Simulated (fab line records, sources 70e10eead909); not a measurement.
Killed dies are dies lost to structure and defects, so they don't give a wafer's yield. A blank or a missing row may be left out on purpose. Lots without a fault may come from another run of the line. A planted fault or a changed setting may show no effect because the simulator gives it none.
fab line records | flow nand_harc
record lots=7 wafers=19 last_day=33
route steps=1302 shown A_CHANNEL_HOLE_D2@604 A_CHANNEL_FILL_D2@610 END@1302
lots that met no fault: from a run of the same line without faults
start_h: hours from the record's first day to the start of the lot's first wafer shown | wait_h: hours since the lot's step before | " the same as in the row above | L1.1+2: a row that stands for several wafers | - no value, or no start given | * or withheld: withheld | < > ~ a bound
route shown NAME@n: a module of which the file shows steps, and the number in the route of the first | usual: mean/standard deviation of fault-free wafers | same: alike in all rows | chamber/n: place in a boat | sites: the reading at each site | _std_site: their standard deviation | _edge_site: outer sites' mean less inner sites' | radius_mm: how far each site lies from the wafer's centre | mask NAME#n: copy n | behind: the tool/chamber that last shaped the wafer | hold: why the lot was held/for how many hours/how that ended | device: the transistor (n, p or np) that didn't switch | end of line: the same wafers' tests at the end of the route | a step without rows: its recipe alone | killed: dies lost to structure and defects at the first sort, not the wafer's yield | map: a wafer's dies, x killed, . not, _ none there
set.NAME: the setting as run; set.NAME@STEP: as run at that earlier step | model.NAME: the simulator's own value behind a step, which no gauge read
lots at some steps of the route; a table a step, a row a wafer
services: from which hour (start_h, from the record's first day; less than 0 if before it) a tool's chamber was out of use, for how many hours, and why
## steps
# step NHARC_A_CHANNEL_HOLE_D2_STRIP_28
# recipe o2_flow_sccm=500 ar_flow_sccm=0 bias_w=0 chemistry=O2
# usual chamber_pressure_mTorr=60.00/0.06 drypump_motor_current_A=5.8/0.4 oes_product_au=1.002/0.011 rf_vpp_V=57.9/0.87 showerhead_plenum_p_Torr=3.57/0.12 throttle_valve_pct=17.035/0.01
# columns lot.wafer tool chamber start_h wait_h chamber_pressure_mTorr drypump_motor_current_A oes_product_au rf_hours_counter_h rf_vpp_V showerhead_plenum_p_Torr throttle_valve_pct
L484.4 rie_diel-04 0 - - 60.00 5.8 1.008 9 57.4 3.53 17.033
L484.6 " 3 " " 59.91 5.4 1.003 - 59.3 3.56 17.033
L484.5 " 0 " " 60.01 5.8 1.013 - 56.8 3.53 17.058
L485.6 rie_diel-11 1 - - 59.88 5.9 1.010 - 57.8 3.65 17.045
L485.4 " 2 " " 60.06 5.9 1.016 - 59.3 3.77 17.028
L486.1 rie_diel-04 2 - - 60.00 5.7 1.008 0 57.2 3.33 17.020
L486.6 " 0 " " 60.08 5.8 0.990 - 58.2 3.53 17.034
L492.2 rie_diel-11 3 - - 60.00 5.8 0.996 0 58.6 3.54 17.039
L492.1 " 1 " " 60.02 5.9 1.015 0 57.0 3.65 17.026
L492.6 " 0 " " 60.01 6.8 1.025 - 57.7 3.66 17.046
L498.4 rie_diel-02 2 - - 59.99 5.4 1.007 5 56.8 3.62 17.040
L498.6 " 1 " " 59.98 6.4 1.016 - 57.2 3.48 17.041
L498.5 " 2 " " 60.10 5.4 1.001 - 57.9 3.62 17.016
L499.3 rie_diel-02 0 - - 60.07 5.5 0.999 7 58.4 3.71 17.039
L499.2 " 1 " " 60.01 6.4 0.996 8 56.9 3.48 17.017
L499.5 " 0 " " 59.98 5.5 0.997 - 58.3 3.71 17.016
L501.1 rie_diel-04 2 - - 59.91 5.7 1.015 10 57.2 3.32 17.034
L501.4 " 3 " " 60.04 5.4 0.990 11 58.6 3.56 17.039
L501.6 " 3 " " 60.11 5.4 1.006 - 57.4 3.56 17.029
# step NHARC_A_CHANNEL_HOLE_D2_PRECLEAN_29
# recipe time_s=* temp_c=50 bath_age_min=0 chemistry=SC1
# step NHARC_A_CHANNEL_HOLE_D2_SRD_30
# step NHARC_A_CHANNEL_HOLE_D2_CD_MEAS_31
# usual cd_nm=89.7/1.3
# columns lot.wafer tool chamber start_h wait_h cd_nm
L484.4 cd_sem-02 - 348.53 - 88.8
L484.5 " - " " 89.6
L484.6 " - " " 89.8
L485.4 cd_sem-03 - 370.28 - 89.0
L485.6 " - " " 90.5
L486.1 cd_sem-02 - 371.66 - 91.9
L486.6 " - " " 90.4
L492.1 cd_sem-01 - 446.69 - 88.9
L492.2 " - " " 88.8
L492.6 " - " " 90.0
L498.4 cd_sem-01 - 490.22 - 88.1
L498.5 " - " " 89.2
L498.6 " - " " 89.7
L499.2 cd_sem-01 - 507.20 - 88.5
L499.3 " - " " 89.5
L499.5 " - " " 89.7
L501.1 cd_sem-03 - 524.29 - 91.7
L501.4 " - " " 90.0
L501.6 " - " " 90.6
# step NHARC_A_CHANNEL_HOLE_D2_XSEM_32
# recipe landing_energy_ev=35000
# usual bot_cd_nm=74.2/1.6 bow_nm=8.7/0.32 tilt_deg=0.07/0.035
# columns lot.wafer tool chamber start_h wait_h bot_cd_nm bow_nm tilt_deg
L484.4 xsem-01 0 348.62 0.1 73.1 9.0 0.11
L484.5 " 0 " " 74.0 8.9 0.10
L484.6 " 0 " " 74.2 8.8 0.11
L485.4 xsem-02 0 370.38 0.1 72.2 9.2 0.06
L485.6 " 0 " " 73.6 9.3 0.06
L486.1 xsem-01 0 371.75 0.1 77.9 7.9 0.06
L486.6 " 0 " " 75.4 7.9 0.06
L492.1 xsem-01 0 446.78 0.1 73.5 8.2 0.11
L492.2 " 0 " " 73.1 8.3 0.11
L492.6 " 0 " " 74.4 8.3 0.11
L498.4 xsem-02 0 490.32 0.1 71.8 9.0 0.05
L498.5 " 0 " " 72.8 9.0 0.05
L498.6 " 0 " " 72.7 9.1 0.05
L499.2 xsem-02 0 507.29 0.1 73.6 9.1 0.01
L499.3 " 0 " " 74.3 9.0 0.01
L499.5 " 0 " " 74.3 9.0 0.01
L501.1 xsem-02 0 524.39 0.1 77.0 8.3 0.13
L501.4 " 0 " " 75.5 8.3 0.13
L501.6 " 0 " " 77.4 8.3 0.13
# step NHARC_A_CHANNEL_HOLE_D2_INSPECT_40
# usual raw_defect_count=287/95
# columns lot.wafer tool chamber start_h wait_h raw_defect_count
L484.4 defect_inspect-02 - 348.72 - 170
L484.5 " - " " 253
L484.6 " - " " 148
L485.4 defect_inspect-01 - 370.47 - 231
L485.6 " - " " 372
L486.1 defect_inspect-01 - 371.84 - 451
L486.6 " - " " 217
L492.1 defect_inspect-01 - 446.87 - 211
L492.2 " - " " 208
L492.6 " - " " 235
L498.4 defect_inspect-02 - 490.41 - 178
L498.5 " - " " 204
L498.6 " - " " 217
L499.2 defect_inspect-02 - 507.39 - 341
L499.3 " - " " 310
L499.5 " - " " 249
L501.1 defect_inspect-01 - 524.48 - 703
L501.4 " - " " 508
L501.6 " - " " 448
# step NHARC_A_CHANNEL_FILL_D2_PRECLEAN_00
# recipe time_s=* temp_c=50 bath_age_min=0 chemistry=SC1
# step NHARC_A_CHANNEL_FILL_D2_SRD_01
# step NHARC_A_CHANNEL_FILL_D2_ALD_02
# recipe target_thk_a=60 pulse_time_s=10 ald_cycles=60 temp_c=300 material=SiO2
# usual ald_cycles=60/0 heater_power_w=419/36 precursor_pulse_height_rel=1.000/0.022 susceptor_temp_C=300.02/0.17
# columns lot.wafer tool chamber start_h wait_h ald_cycles heater_power_w precursor_pulse_height_rel susceptor_temp_C
L484.4 ald_hk-03 2 349.09 0.3 60 387 1.004 300.15
L484.5 " 0 " " 60 414 1.040 299.89
L484.6 " 1 " " 60 470 1.008 300.05
L485.4 ald_hk-02 3 370.73 - 60 390 0.988 299.98
L485.6 " 2 " " 60 432 1.002 299.85
L486.1 ald_hk-03 3 372.11 - 60 457 1.013 300.09
L486.6 " 3 " " 60 469 0.987 300.12
L492.1 ald_hk-03 0 447.07 - 60 399 1.025 -
L492.2 " 1 " " 60 450 0.997 -
L492.6 " 0 " " 60 390 0.996 -
L498.4 ald_hk-03 0 490.83 - 60 408 1.004 300.26
L498.5 " 1 " " 60 448 1.004 299.80
L498.6 " 2 " " 60 355 1.036 300.31
L499.2 ald_hk-03 3 507.65 - 60 468 0.999 299.81
L499.3 " 0 " " 60 400 1.009 299.91
L499.5 " 3 " " 60 467 1.010 299.90
L501.1 ald_hk-03 2 524.75 - 60 364 0.968 300.01
L501.4 " 0 " " 60 400 0.997 299.84
L501.6 " 1 " " 60 458 1.018 299.73
# step NHARC_A_CHANNEL_FILL_D2_ALD_03
# recipe target_thk_a=60 pulse_time_s=60 ald_cycles=58 temp_c=630 pressure_torr=2 material=SiNx
# usual ald_cycles=58/0 precursor_pulse_height_rel=0.998/0.02 susceptor_temp_C=629.97/0.25
# columns lot.wafer tool chamber start_h wait_h ald_cycles precursor_pulse_height_rel susceptor_temp_C
L484.4 ald_sin_batch-03 0 - - 58 0.991 629.98
L484.5 " 0 " " 58 1.007 630.11
L484.6 " 0 " " 58 1.036 630.04
L485.4 ald_sin_batch-03 0 - - 58 0.974 -
L485.6 " 0 " " 58 0.975 -
L486.1 ald_sin_batch-03 0 - - 58 1.024 -
L486.6 " 0 " " 58 0.987 -
L492.1 ald_sin_batch-01 0 - - 58 0.983 -
L492.2 " 0 " " 58 0.989 -
L492.6 " 0 " " 58 1.029 -
L498.4 ald_sin_batch-03 0 - - 58 1.001 -
L498.5 " 0 " " 58 1.034 -
L498.6 " 0 " " 58 0.989 -
L499.2 ald_sin_batch-03 0 - - 58 0.976 629.69
L499.3 " 0 " " 58 0.984 629.95
L499.5 " 0 " " 58 1.015 629.80
L501.1 ald_sin_batch-02 0 - - 58 1.030 629.48
L501.4 " 0 " " 58 0.998 629.69
L501.6 " 0 " " 58 0.989 629.85
# step NHARC_A_CHANNEL_FILL_D2_ALD_14
# recipe target_thk_a=25 pulse_time_s=10 ald_cycles=25 temp_c=300 material=SiO2
# usual ald_cycles=25/0 heater_power_w=429/43 precursor_pulse_height_rel=1.000/0.021 susceptor_temp_C=299.99/0.19
# columns lot.wafer tool chamber start_h wait_h ald_cycles heater_power_w precursor_pulse_height_rel susceptor_temp_C
L484.4 ald_hk-04 0 356.08 0.1 25 480 1.006 300.42
L484.6 " 3 " " 25 520 0.981 300.01
L484.5 " 0 " " 25 477 1.000 300.39
L485.4 ald_hk-02 3 377.68 0.1 25 390 0.992 299.94
L485.6 " 2 " " 25 433 1.007 299.78
L486.1 ald_hk-02 1 377.86 0.3 25 446 0.980 300.05
L486.6 " 1 " " 25 426 1.026 299.98
L492.1 ald_hk-02 0 454.01 0.0 25 369 0.979 300.02
L492.2 " 1 " " 25 439 1.027 300.33
L492.6 " 1 " " 25 430 0.988 300.14
L498.4 ald_hk-03 2 495.65 0.3 25 359 1.052 300.19
L498.6 " 3 " " 25 457 0.964 299.95
L498.5 " 0 " " 25 400 0.995 300.04
L499.3 ald_hk-03 2 514.63 0.0 25 368 0.999 299.97
L499.2 " 1 " " 25 450 0.999 299.88
L499.5 " 3 " " 25 466 0.962 300.03
L501.4 ald_hk-04 1 530.71 0.3 25 409 0.960 300.24
L501.1 " 3 " " 25 491 0.976 299.76
L501.6 " 1 " " 25 408 0.989 299.67
# step NHARC_A_CHANNEL_FILL_D2_ALD_15
# recipe target_thk_a=20 pulse_time_s=60 ald_cycles=19 temp_c=630 pressure_torr=2 material=SiNx
# step NHARC_A_CHANNEL_FILL_D2_ALD_16
# recipe target_thk_a=15 pulse_time_s=10 ald_cycles=15 temp_c=300 material=SiO2
# usual ald_cycles=15/0 heater_power_w=431/44 precursor_pulse_height_rel=0.999/0.019 susceptor_temp_C=300.01/0.21
# columns lot.wafer tool chamber start_h wait_h ald_cycles heater_power_w precursor_pulse_height_rel susceptor_temp_C
L484.4 ald_hk-03 2 361.26 0.1 18 375 0.961 -
L484.6 " 1 " " 15 461 1.015 -
L484.5 " 2 " " 15 388 1.015 -
L485.4 ald_hk-03 2 382.86 0.1 18 378 0.966 299.72
L485.6 " 1 " " 15 460 1.018 300.33
L486.1 ald_hk-03 0 383.05 0.3 18 402 1.008 -
L486.6 " 1 " " 15 460 1.006 -
L492.2 ald_hk-03 2 459.33 0.2 15 355 0.983 299.59
L492.1 " 0 " " 15 409 1.028 300.25
L492.6 " 3 " " 15 466 0.970 299.92
L498.4 ald_hk-02 0 500.72 0.1 15 366 1.005 299.91
L498.6 " 3 " " 15 402 0.997 300.63
L498.5 " 0 " " 15 381 1.014 299.80
L499.3 ald_hk-04 3 519.78 0.0 15 488 1.009 300.33
L499.2 " 0 " " 15 492 1.014 300.16
L499.5 " 0 " " 15 502 1.019 300.20
L501.1 ald_hk-03 2 535.83 0.1 15 367 0.987 300.10
L501.4 " 0 " " 15 404 0.971 300.17
L501.6 " 2 " " 15 363 1.007 299.97
# step NHARC_A_CHANNEL_FILL_D2_ANNEAL_17
# recipe temp_c=850 time_s=1800
# step NHARC_END_SORT_01
# recipe temp_c=25
# usual killed_at_array=54/21 killed_at_other=1.0/1.2 killed_at_periphery=3.6/2.6 killed_dies=58/20 killed_open=3.3/1.9 killed_short=2.6/1.5
# same gross_dies=677
# columns lot.wafer tool chamber start_h wait_h killed_at_array killed_at_other killed_at_periphery killed_dies killed_open killed_short
L484.4 prober-02 0 611.67 3.4 19 1 8 28 1 5
L484.5 prober-02 0 612.46 3.7 21 2 6 29 3 7
L484.6 prober-02 0 613.26 4.0 16 1 10 27 4 2
L486.1 prober-02 0 634.73 2.5 34 0 6 40 3 5
L486.6 prober-02 0 638.70 4.0 58 0 4 62 6 5
L499.2 prober-01 0 771.65 2.8 56 3 5 64 3 2
L499.3 prober-01 0 772.45 3.1 57 3 3 63 4 3
L499.5 prober-01 0 774.06 3.7 54 4 2 60 3 2
L501.1 prober-02 0 788.25 2.5 56 0 5 61 1 5
L501.4 prober-02 0 790.67 3.4 57 1 1 59 3 1
L501.6 prober-02 0 792.28 4.0 77 1 4 82 2 4
# killed by level:class
L484.4 A_CHANNEL_HOLE_D2:chamber_film_flake=7 P_GATE:chamber_film_flake=4 P_STI:chamber_film_flake=2 P_M1:chamber_film_flake=2 A_CHANNEL_HOLE_D1:chamber_film_flake=2 A_WL_FILL:chamber_film_flake=2 A_CHANNEL_HOLE_D2:geometric_particle:open=1 A_CHANNEL_FILL_D1:geometric_particle:short=1
L484.5 P_GATE:chamber_film_flake=5 A_CHANNEL_HOLE_D2:chamber_film_flake=5 A_CHANNEL_FILL_D1:geometric_particle:short=3 A_CHANNEL_HOLE_D1:chamber_film_flake=2 A_DECK1_JOINT:chamber_film_flake=2 A_CONTACT:chamber_film_flake=2 P_GATE:geometric_particle:open=1 A_ONON_D1:geometric_particle:open=1
L484.6 A_CHANNEL_HOLE_D2:chamber_film_flake=6 P_GATE:chamber_film_flake=5 A_CHANNEL_HOLE_D1:chamber_film_flake=2 A_STAIRCASE:chamber_film_flake=2 P_GATE:geometric_particle:open=1 P_CONTACT:geometric_particle:short=1 P_CONTACT:geometric_particle:open=1 A_ONON_D1:geometric_particle:short=1
L486.1 A_SLIT:chamber_film_flake=9 A_CHANNEL_HOLE_D2:chamber_film_flake=7 A_STAIRCASE:chamber_film_flake=6 P_GATE:chamber_film_flake=5 A_CHANNEL_HOLE_D1:chamber_film_flake=3 P_CONTACT:geometric_particle:open=1 A_ONON_D1:geometric_particle:short=1 A_CHANNEL_FILL_D1:geometric_particle:short=1
L486.6 A_SLIT:chamber_film_flake=29 A_CHANNEL_HOLE_D2:chamber_film_flake=14 A_WL_FILL:geometric_particle:open=2 A_M0:geometric_particle:open=2 P_GATE:chamber_film_flake=2 A_CHANNEL_HOLE_D1:chamber_film_flake=2 A_STAIRCASE:chamber_film_flake=2 P_GATE:geometric_particle:open=1
L499.2 A_CHANNEL_HOLE_D1:chamber_film_flake=19 A_CHANNEL_HOLE_D2:chamber_film_flake=13 A_STAIRCASE:chamber_film_flake=10 A_SLIT:chamber_film_flake=8 THIN_TSV:chamber_film_flake=3 P_CONTACT:geometric_particle:open=2 P_ZERO_WELL:chamber_film_flake=2 A_ONON_D1:geometric_particle:open=1
L499.3 A_CHANNEL_HOLE_D1:chamber_film_flake=14 A_SLIT:chamber_film_flake=14 A_CHANNEL_HOLE_D2:chamber_film_flake=13 A_STAIRCASE:chamber_film_flake=8 THIN_TSV:chamber_film_flake=3 A_ONON_D1:geometric_particle:open=2 P_GATE:geometric_particle:short=1 A_ONON_D1:geometric_particle:short=1
L499.5 A_CHANNEL_HOLE_D2:chamber_film_flake=23 A_CHANNEL_HOLE_D1:chamber_film_flake=10 A_SLIT:chamber_film_flake=8 A_STAIRCASE:chamber_film_flake=5 A_CONTACT:chamber_film_flake=3 THIN_TSV:chamber_film_flake=3 A_CHANNEL_FILL_D1:geometric_particle:open=2 A_WL_FILL:geometric_particle:short=2
L501.1 A_CHANNEL_HOLE_D1:chamber_film_flake=19 A_SLIT:chamber_film_flake=12 A_CHANNEL_HOLE_D2:chamber_film_flake=10 A_CONTACT:chamber_film_flake=8 P_GATE:geometric_particle:short=2 A_DECK1_JOINT:chamber_film_flake=2 A_CHANNEL_FILL_D1:geometric_particle:short=1 A_CHANNEL_FILL_D1:geometric_particle:open=1
L501.4 A_CHANNEL_HOLE_D2:chamber_film_flake=20 A_CHANNEL_HOLE_D1:chamber_film_flake=15 A_SLIT:chamber_film_flake=10 A_CONTACT:chamber_film_flake=6 A_DECK1_JOINT:geometric_particle:open=2 A_ONON_D1:geometric_particle:open=1 A_CHANNEL_FILL_D2:geometric_particle:short=1 P_ZERO_WELL:chamber_film_flake=1
L501.6 A_CHANNEL_HOLE_D2:chamber_film_flake=25 A_SLIT:chamber_film_flake=20 A_CHANNEL_HOLE_D1:chamber_film_flake=13 A_CONTACT:chamber_film_flake=13 A_ONON_D1:geometric_particle:short=2 P_M1:chamber_film_flake=2 A_STAIRCASE:chamber_film_flake=2 P_GATE:geometric_particle:open=1
## services
# columns tool chamber start_h hours kind
rie_diel-04 1 340.13 6.8 repair
ald_hk-02 - 350.27 10.0 pm
rie_diel-04 - 354.97 9.0 pm
rie_diel-11 0 365.98 6.8 repair
xsem-01 - 376.10 14.0 pm
rie_diel-11 - 380.82 1.1 repair
rie_diel-04 3 384.00 6.2 repair
rie_diel-04 - 387.22 0.5 repair
rie_diel-02 3 387.93 2.6 repair
ald_hk-03 - 391.36 10.0 pm
rie_diel-02 - 393.85 9.0 pm
ald_hk-02 - 396.91 1.1 repair
rie_diel-11 - 410.55 0.9 repair
rie_diel-11 0 422.80 4.3 repair
rie_diel-11 - 432.50 9.0 pm
ald_hk-04 - 433.92 10.0 pm
rie_diel-02 0 437.00 14.2 repair
rie_diel-04 3 441.13 3.1 repair
rie_diel-11 1 449.44 4.9 repair
rie_diel-04 1 457.37 7.6 repair
rie_diel-11 1 463.06 9.3 repair
ald_hk-04 - 509.76 1.3 repair
ald_hk-02 - 528.77 10.0 pm
rie_diel-04 - 531.97 9.0 pm
## key
first_sign step=NHARC_A_CHANNEL_FILL_D2_ALD_16 reading=ald_cycles direction=up sigmas=99+ usual=15 struck=18
effect none on later readings
met_at NHARC_A_CHANNEL_FILL_D2_ALD_16
struck_wafers L484.4,L485.4,L486.1
tester_left_out L484,L485,L486
fault kind=process_parameter_drift tool=ald_hk-03 chamber=- onset_h=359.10 steps=NHARC_A_CHANNEL_FILL_D2_ALD_16 channel=ald_cycles offset=3 shape=step end_h=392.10 scope=struck_wafers_only acts_in=these_recipes_only stated=15
# tester_left_out: of these lots the tester's yield and bins aren't shown, on N5 and GAA mostly nor the transistor test; their killed dies are dies lost to structure and defects alone, not to doping, threshold or leakage, so they don't give the yield
